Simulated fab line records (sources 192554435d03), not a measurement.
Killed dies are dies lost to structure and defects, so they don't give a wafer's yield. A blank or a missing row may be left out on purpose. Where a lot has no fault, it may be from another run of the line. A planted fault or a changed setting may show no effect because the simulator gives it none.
Chamber matching | flow n5Finfet | N5_PASSIVATION_PECVD_01 on pecvd-04: 3 sister chambers
The step deposits SiNx from SiH4/NH3/N2, target thk 200 nm, time 43.2 s. 6 wafers are shown with their chamber, then 7 later ones without.

WAFERS, EACH WITH ITS CHAMBER
wafer  | chamber | throttleValvePct (%) | showerheadVppV (V)
L783.2 | 0       | 30.9                 | 2524
L787.2 | 2       | 27.2                 | 2339
L787.4 | 1       | 29.8                 | 2244
L787.6 | 0       | 30.8                 | 2479
L790.4 | 2       | 27.3                 | 2256
L790.5 | 1       | 29.6                 | 2204

WAFERS WITHOUT THEIR CHAMBER
wafer  | throttleValvePct (%) | showerheadVppV (V)
L790.6 | 30.8                 | 2466
L791.1 | 27.1                 | 2316
L791.4 | 29.6                 | 2212
L791.6 | 30.6                 | 2556
L789.1 | 29.7                 | 2234
L789.3 | 30.9                 | 2504
L789.4 | 29.6                 | 2242

THE CHAMBER EACH PASSED THROUGH
wafer  | from the rows above | in truth
L790.6 | 0                   | 0
L791.1 | 2                   | 2
L791.4 | 1                   | 1
L791.6 | 0                   | 0
L789.1 | 1                   | 1
L789.3 | 0                   | 0
L789.4 | 1                   | 1
7 of 7 placed correctly. From these rows, 0 cannot be placed. Wrongly placed: 0.
How it was worked out, from the rows above alone: a wafer's distance from a chamber is the root of the sum, over the readings, of the square of ((its reading less the chamber's mean) divided by the reading's scatter). The wafer belongs to the nearest chamber; if the next one is less than 2 further off, it can't be placed. For every chamber, the mean is computed from those of its wafers that are shown. How the scatter is found: for the shown wafers, subtract from each reading the mean of its chamber, square and add these, divide the total by (wafers less chambers), then take the root.
